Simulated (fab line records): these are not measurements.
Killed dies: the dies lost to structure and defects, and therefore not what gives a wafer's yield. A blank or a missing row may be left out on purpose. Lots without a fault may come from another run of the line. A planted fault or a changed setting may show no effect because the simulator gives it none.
A struck lot beside a sound one -- flow n5 finfet -- 16 out of 1938 route steps
Sound: wafers L421.3, L421.4, L421.5. Struck: wafers L433.2, L433.5 (left out: L433.6, a lot-mate that was not struck); the cause follows at the end.
At each step with rows: each side's tool, then ch and its chambers, then its first start. Under that, the readings that differ: sound wafers -- struck wafers -- difference of the means -- sigmas: that difference in standard deviations of wafers without a fault.
alike: same words and numbers on both sides, and readings whose means sit less than 2 such deviations apart. not compared: any withheld reading, any reading some wafer has no value for, any bound like >300 that may hide the same value, and any number with overlapping values for which the record gives no deviation.
A row with sigmas, a row that says differs or no value, or rows on one side alone: a step with any of these is where the two part. When numbers do not overlap yet have no deviation, they are printed without sigmas and do not part them. Lack of a reading on every wafer of one side parts them only where that side has two or more wafers.

N5_DUMMY_GATE_ETCH_29: etches underlayer in N2/H2, target depth 13 nm.
  sound on rie diel-06 ch 0,1,3, day 3 11:18; struck on rie diel-03 ch 1,2, day 6 10:04
  alike: drypump motor current A, oes product au, rf vpp V, showerhead plenum p Torr, throttle valve pct
  not compared: rf hours counter h
N5_DUMMY_GATE_ETCH_36: etches SiARC in CF4, target depth 13 nm.
  sound on rie diel-06 ch 0,1,3, day 3 11:20; struck on rie diel-03 ch 1,2, day 6 10:06
  alike: cf4 flow sccm, drypump motor current A, oes product au, rf vpp V, showerhead plenum p Torr, throttle valve pct
  not compared: rf hours counter h
N5_DUMMY_GATE_ETCH_37: etches SOC in N2/H2, target depth 60 nm, overetch 30 nm.
  sound on rie diel-06 ch 0,1,3, day 3 11:23; struck on rie diel-03 ch 1,2, day 6 10:08
  alike: drypump motor current A, oes product au, rf vpp V, showerhead plenum p Torr, temp c, throttle valve pct
  not compared: rf hours counter h
then, 4 steps without rows for these wafers: N5_DUMMY_GATE_STRIP_38 (strips in N2/H2); N5_DUMMY_GATE_STRIP_39 (strips in N2/H2); N5_DUMMY_GATE_TRIM_49 (chemistry O2, time 29 s, target cd 14 nm); N5_DUMMY_GATE_STRIP_40 (strips in CF4).
N5_DUMMY_GATE_CD_MEAS_50 targets a cd of 14 nm.
  sound on cd sem-03, day 3 11:37; struck on cd sem-03, day 6 10:22
  alike: cd nm
N5_DUMMY_GATE_ETCH_31: etches SiO2 in C4F6/O2, target depth 82.5 nm, time 27.5 s.
  sound on rie diel-03 ch 1,2, day 3 11:52; struck on rie diel-03 ch 1,3, day 6 10:25
  alike: drypump motor current A, oes_f_703_au, oes product au, rf vpp V, showerhead plenum p Torr, throttle valve pct
  not compared: rf hours counter h
then, 2 steps without rows for these wafers: N5_DUMMY_GATE_STRIP_41 (strips in O2); N5_DUMMY_GATE_HM_OPEN_21 (chemistry CH3F/O2, target SiNx, target depth 120 nm, time 171.4 s).
N5_DUMMY_GATE_ETCH_32: etches SiO2 in CF4, target depth 3.5 nm, time 3.9 s.
  sound on rie si-01 ch 0,1, day 3 12:07; struck on rie si-01 ch 1, day 6 10:40
  alike: cf4 flow sccm, drypump motor current A, oes product au, throttle valve pct
  not compared: rf hours counter h
N5_DUMMY_GATE_ETCH_23: etches poly-Si in HBr/Cl2/O2, target depth 41 nm, time 22.3 s.
  sound on rie si-01 ch 0,1, day 3 12:08; struck on rie si-01 ch 1, day 6 10:41
reading,sound,struck,difference,sigmas
oes product au (a.u.),0.986 1.002 0.974,1.408 1.385,+0.409,+23
model.etch.depth nm (nm),40.59 40.39 40.16,65.19 64.56,+24.49,
  alike: drypump motor current A, throttle valve pct
  not compared: rf hours counter h, model.SiO2_of_DUMMY_GATE_PECVD_30.thk nm
N5_DUMMY_GATE_ETCH_44: etches poly-Si in HBr/O2, stops on SiO2, target depth 127.5 nm.
  sound on rie si-01 ch 0,1, day 3 12:12; struck on rie si-01 ch 1, day 6 10:45
  alike: drypump motor current A, oes product au, throttle valve pct
  not compared: rf hours counter h, model.SiO2_of_DUMMY_GATE_PECVD_30.thk nm
N5_DUMMY_GATE_CD_MEAS_24 targets a cd of 15 nm.
  sound on cd sem-03, day 3 12:19; struck on cd sem-02, day 6 10:52
  alike: cd nm
then, 1 step without rows for these wafers: N5_PASSIVATION_PROBE_49.

== WHERE THEY PART ==
N5_DUMMY_GATE_ETCH_23 only, going by this record. Later steps at which nothing parts them and some readings are alike: N5_DUMMY_GATE_ETCH_44, N5_DUMMY_GATE_CD_MEAS_24.

WHY: whatever the simulator had introduced
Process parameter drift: rie si-01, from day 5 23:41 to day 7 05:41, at N5_DUMMY_GATE_ETCH_23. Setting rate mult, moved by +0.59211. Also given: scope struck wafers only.
